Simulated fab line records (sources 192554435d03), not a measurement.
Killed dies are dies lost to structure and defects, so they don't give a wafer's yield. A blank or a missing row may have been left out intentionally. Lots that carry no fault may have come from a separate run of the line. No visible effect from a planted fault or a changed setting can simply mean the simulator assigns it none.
Which tool did it? -- flow n5-finfet -- 69 wafers from 23 lots sampled at 4 of the route's 1938 steps

== WHAT EACH GAUGE READ, for each wafer ==
N5_HKMG_FIN_INSPECT_14: inspects for defects (macro). Usual: 2.0 for raw-defect-count, sd 1.5.
lot,measured,on,raw-defect-count,flag
L074,day 4 06:24,defect-inspect-02,4 3 3,
L075,day 4 15:58,defect-inspect-02,4 4 3,
L076,day 4 17:41,defect-inspect-01,3 0 1,
L077,day 5 02:05,defect-inspect-01,1 1 5,
L078,day 5 05:07,defect-inspect-02,2 3 4,
L079,day 5 15:22,defect-inspect-02,4 2 3,
L080,day 5 17:49,defect-inspect-01,2 3 0,
L081,day 6 00:38,defect-inspect-02,1 2 1,
L082,day 6 02:02,defect-inspect-02,0 2 4,
L083,day 6 11:41,defect-inspect-01,2 0 3,
L084,day 6 17:47,defect-inspect-02,0 2 3,
L086,day 7 06:35,defect-inspect-01,1 3 2,
L087,day 7 08:49,defect-inspect-02,4 2 1,
L088,day 7 14:14,defect-inspect-02,2 2 2,
L089,day 7 21:40,defect-inspect-02,1 1 0,
L090,day 8 02:55,defect-inspect-02,0 2 4,
L091,day 8 08:29,defect-inspect-02,2 2 1,
L092,day 8 18:40,defect-inspect-02,4 6 3,
L093,day 8 21:25,defect-inspect-02,0 2 2,
L094,day 9 08:10,defect-inspect-01,1 2 1,
L095,day 9 14:38,defect-inspect-02,5 3 2,
L096,day 9 18:52,defect-inspect-02,2 3 1,
L097,day 9 22:52,defect-inspect-01,1 3 2,

== WHICH TOOL RAN EACH LOT (tool, then ch and the chambers of the sampled wafers, then the start) ==
lot,N5_HKMG_FIN_HK_ANNEAL_02,N5_HKMG_FIN_ALD_74,N5_HKMG_FIN_ETCH_58
L074,"rtp-anneal-01 ch 0, day 4 01:58","ald-hk-02 ch 1,3, day 4 02:08","rie-diel-04 ch 0,1, day 4 03:22"
L075,"rtp-anneal-01 ch 0, day 4 11:44","ald-hk-03 ch 0,1,2, day 4 11:58","rie-diel-03 ch 1,2,3, day 4 12:55"
L076,"rtp-anneal-01 ch 0, day 4 13:28","ald-hk-01 ch 0,1,2, day 4 13:40","rie-diel-03 ch 0,1, day 4 14:35"
L077,"rtp-anneal-01 ch 0, day 4 21:45","ald-hk-03 ch 0,1,3, day 4 21:57","rie-diel-04 ch 0,1,2, day 4 23:02"
L078,"rtp-anneal-02 ch 0, day 5 00:47","ald-hk-01 ch 2,3, day 5 00:59","rie-diel-04 ch 1,2, day 5 01:56"
L079,"rtp-anneal-02 ch 0, day 5 11:15","ald-hk-03 ch 0,2,3, day 5 11:28","rie-diel-04 ch 1,2, day 5 12:20"
L080,"rtp-anneal-01 ch 0, day 5 13:41","ald-hk-01 ch 1,2,3, day 5 13:52","rie-diel-04 ch 0,1,2, day 5 14:47"
L081,"rtp-anneal-02 ch 0, day 5 20:16","ald-hk-02 ch 0,1, day 5 20:26","rie-diel-05 ch 1,3, day 5 21:39"
L082,"rtp-anneal-01 ch 0, day 5 21:44","ald-hk-02 ch 0,1,2, day 5 21:58","rie-diel-05 ch 0,1,3, day 5 22:59"
L083,"rtp-anneal-02 ch 0, day 6 07:27","ald-hk-02 ch 0,2,3, day 6 07:38","rie-diel-05 ch 0,2,3, day 6 08:45"
L084,"rtp-anneal-02 ch 0, day 6 13:20","ald-hk-03 ch 0,1,2, day 6 13:27","rie-diel-04 ch 0,1,2, day 6 14:44"
L086,"rtp-anneal-02 ch 0, day 7 02:25","ald-hk-01 ch 0,2, day 7 02:38","rie-diel-05 ch 2,3, day 7 03:34"
L087,"rtp-anneal-01 ch 0, day 7 04:14","ald-hk-02 ch 0,3, day 7 04:25","rie-diel-03 ch 1,3, day 7 05:43"
L088,"rtp-anneal-01 ch 0, day 7 10:07","ald-hk-02 ch 0,1,3, day 7 10:19","rie-diel-03 ch 0,1,2, day 7 11:08"
L089,"rtp-anneal-02 ch 0, day 7 17:31","ald-hk-03 ch 0,1,2, day 7 17:42","rie-diel-05 ch 0,2, day 7 18:38"
L090,"rtp-anneal-02 ch 0, day 7 22:41","ald-hk-02 ch 0,1, day 7 22:53","rie-diel-03 ch 1,3, day 7 23:49"
L091,"rtp-anneal-02 ch 0, day 8 04:24","ald-hk-01 ch 0,1,2, day 8 04:37","rie-diel-04 ch 0,3, day 8 05:26"
L092,"rtp-anneal-02 ch 0, day 8 14:26","ald-hk-02 ch 0,3, day 8 14:35","rie-diel-04 ch 0,2,3, day 8 15:48"
L093,"rtp-anneal-01 ch 0, day 8 17:04","ald-hk-01 ch 0,2,3, day 8 17:17","rie-diel-05 ch 0,1,3, day 8 18:13"
L094,"rtp-anneal-01 ch 0, day 9 04:14","ald-hk-01 ch 0,1,3, day 9 04:27","rie-diel-05 ch 1,3, day 9 05:15"
L095,"rtp-anneal-01 ch 0, day 9 10:25","ald-hk-01 ch 0,2,3, day 9 10:34","rie-diel-03 ch 1,3, day 9 11:30"
L096,"rtp-anneal-01 ch 0, day 9 14:41","ald-hk-01 ch 0,2,3, day 9 14:53","rie-diel-03 ch 0,1,3, day 9 15:49"
L097,"rtp-anneal-01 ch 0, day 9 18:07","ald-hk-01 ch 0,1,3, day 9 18:18","rie-diel-05 ch 0,2,3, day 9 19:49"
- N5_HKMG_FIN_HK_ANNEAL_02: time 30 s.
- N5_HKMG_FIN_ALD_74: deposits La2O3, target thk 0.5 nm, pulse time 6 s, co reactant pulse time 1 s.
- N5_HKMG_FIN_ETCH_58: etches SOC in N2/H2, target depth 215.8 nm, time 741 s.

== WHAT THE TOOLS THEMSELVES READ (means of the sampled wafers that have a number; where no wafer has one, the mark that the record gives instead) ==
N5_HKMG_FIN_HK_ANNEAL_02. Usual: lamp-power-pct 8.79 %, standard deviation 0.054; wafer_temp_C_max 702.9, standard deviation 0.67.
lot,tool,lamp-power-pct (%),wafer_temp_C_max,flag
L074,rtp-anneal-01,8.78,703.1,
L075,rtp-anneal-01,8.82,702.8,
L076,rtp-anneal-01,8.77,702.9,
L077,rtp-anneal-01,8.78,703.3,
L078,rtp-anneal-02,8.80,703.2,
L079,rtp-anneal-02,8.83,702.6,
L080,rtp-anneal-01,8.81,702.8,
L081,rtp-anneal-02,8.79,702.6,
L082,rtp-anneal-01,8.80,702.9,
L083,rtp-anneal-02,8.78,702.8,
L084,rtp-anneal-02,8.78,702.2,
L086,rtp-anneal-02,8.81,702.9,
L087,rtp-anneal-01,8.82,703.4,
L088,rtp-anneal-01,8.79,702.8,
L089,rtp-anneal-02,8.78,703.7,
L090,rtp-anneal-02,8.80,703.3,
L091,rtp-anneal-02,8.73,702.9,
L092,rtp-anneal-02,8.83,703.8,
L093,rtp-anneal-01,8.79,702.9,
L094,rtp-anneal-01,8.79,702.4,
L095,rtp-anneal-01,8.79,702.3,
L096,rtp-anneal-01,8.75,702.6,
L097,rtp-anneal-01,8.79,702.8,

N5_HKMG_FIN_ALD_74. Usual: heater-power-w 353 W, standard deviation 36; precursor-pulse-height-rel 1.002, standard deviation 0.019; susceptor-temp-C 250.01 C, standard deviation 0.17.
lot,tool,heater-power-w (W),precursor-pulse-height-rel,susceptor-temp-C (C),flag
L074,ald-hk-02,320,1.008,249.99,
L075,ald-hk-03,392,1.008,250.10,
L076,ald-hk-01,366,1.001,249.92,
L077,ald-hk-03,398,0.992,249.94,
L078,ald-hk-01,339,0.999,249.87,
L079,ald-hk-03,384,1.004,249.90,
L080,ald-hk-01,357,1.017,250.12,
L081,ald-hk-02,330,0.991,249.98,
L082,ald-hk-02,335,1.001,250.12,
L083,ald-hk-02,320,1.011,250.01,
L084,ald-hk-03,396,1.012,250.11,
L086,ald-hk-01,361,1.019,250.31,
L087,ald-hk-02,304,1.007,249.93,
L088,ald-hk-02,320,1.011,250.03,
L089,ald-hk-03,396,0.989,249.92,
L090,ald-hk-02,330,1.003,249.79,
L091,ald-hk-01,367,1.006,250.04,
L092,ald-hk-02,309,1.014,249.91,
L093,ald-hk-01,353,0.986,250.18,
L094,ald-hk-01,336,0.995,249.91,
L095,ald-hk-01,350,0.994,250.07,
L096,ald-hk-01,346,1.001,250.15,
L097,ald-hk-01,345,0.993,250.11,

N5_HKMG_FIN_ETCH_58. Usual: drypump-motor-current-A 5.6 A, standard deviation 0.37; oes-product-au 0.75 a.u., standard deviation 0.073; rf-vpp-V 99.0 V, standard deviation 0.96; showerhead-plenum-p-Torr 2.55 Torr, standard deviation 0.097; throttle-valve-pct 17.89 %, standard deviation 0.22.
lot,tool,drypump-motor-current-A (A),oes-product-au (a.u.),rf-vpp-V (V),showerhead-plenum-p-Torr (Torr),throttle-valve-pct (%),flag
L074,rie-diel-04,5.7,0.73,97.5,2.42,17.99,
L075,rie-diel-03,5.2,0.70,99.3,2.58,17.80,
L076,rie-diel-03,5.4,0.67,99.3,2.56,17.98,
L077,rie-diel-04,5.7,0.71,98.5,2.48,17.92,
L078,rie-diel-04,5.7,0.69,99.0,2.48,17.93,
L079,rie-diel-04,5.8,0.69,98.4,2.55,17.83,
L080,rie-diel-04,5.8,0.71,98.5,2.48,17.93,
L081,rie-diel-05,5.4,0.75,99.3,2.51,17.86,
L082,rie-diel-05,5.5,0.75,99.7,2.58,17.98,
L083,rie-diel-05,5.7,0.79,99.2,2.56,17.86,
L084,rie-diel-04,5.7,0.70,98.2,2.48,17.94,
L086,rie-diel-05,5.7,0.80,99.0,2.48,17.75,
L087,rie-diel-03,5.6,0.80,99.6,2.54,17.72,
L088,rie-diel-03,5.3,0.75,98.3,2.56,17.82,
L089,rie-diel-05,5.8,0.82,99.1,2.62,17.83,
L090,rie-diel-03,5.6,0.78,98.5,2.54,17.74,
L091,rie-diel-04,5.9,0.77,99.1,2.50,17.96,
L092,rie-diel-04,6.0,0.75,99.3,2.57,17.87,
L093,rie-diel-05,5.5,0.73,98.7,2.57,18.02,
L094,rie-diel-05,5.3,0.74,98.7,2.57,17.97,
L095,rie-diel-03,5.4,0.80,99.7,2.55,17.60,
L096,rie-diel-03,5.6,0.83,98.9,2.52,17.71,
L097,rie-diel-05,5.7,0.76,98.5,2.55,17.92,

== THE ANSWER, worked out from the rows above alone ==
Rule: lot off if the mean of its wafers having a number is beyond 3 standard deviations from the usual mean. A lot without any number at a reading at which 4 lots or more have one is off too. All remaining lots with rows at the step are treated as sound. First the gauges in route order, then the tools' own readings, where a lot's mean is used as printed above. The first step at which some lot is off is used, and at that step the reading that is off furthest; a lot without a number counts as furthest.
Nothing can be told from this: no lot is off at any reading shown.

== WHAT WAS PUT IN BY THE SIMULATOR ==
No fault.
